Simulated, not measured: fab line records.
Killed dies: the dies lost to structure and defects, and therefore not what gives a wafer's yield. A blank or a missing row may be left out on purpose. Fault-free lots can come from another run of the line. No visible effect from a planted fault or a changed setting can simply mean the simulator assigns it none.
Matching of chambers | flow n5Finfet | N5_BEOL_M0_SAQP_PECVD_03 on pecvd-02 has 3 sister chambers
The step deposits SiCN from 3MS/NH3, target thk 12 nm, time 21.1 s. 3 wafers are shown with their chamber, then 7 later ones without.

## WAFERS, EACH WITH ITS CHAMBER
wafer  | chamber | showerheadVppV (V)
L078.1 | 0       | 852
L078.4 | 1       | 837
L091.4 | 2       | 907

## WAFERS WHOSE CHAMBER IS MISSING
wafer  | showerheadVppV (V)
L091.6 | 842
L092.2 | 909
L092.3 | 850
L092.5 | 906
L096.3 | 899
L096.4 | 908
L096.5 | 835

## CHAMBER TAKEN BY EACH
wafer  | from the rows above     | in truth
L091.6 | can't be placed: 1 or 0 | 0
L092.2 | 2                       | 2
L092.3 | 0                       | 0
L092.5 | 2                       | 2
L096.3 | 2                       | 2
L096.4 | 2                       | 2
L096.5 | 1                       | 1
Placed correctly: 6 of 7. Can't be placed from these rows: 1 (the true chamber is among the candidates in 1). Wrongly placed: 0.
How it was worked out, from the rows above alone: a wafer's distance from a chamber is the root of the sum, over the readings, of the square of ((its reading less the chamber's mean) divided by the reading's scatter). The wafer belongs to the nearest chamber; if the next one is less than 2 further off, it can't be placed. The mean given for a chamber averages the wafers shown for that chamber. The scatter: root of mean squared gap, hidden wafer to nearest shown wafer, with one shown wafer a chamber.
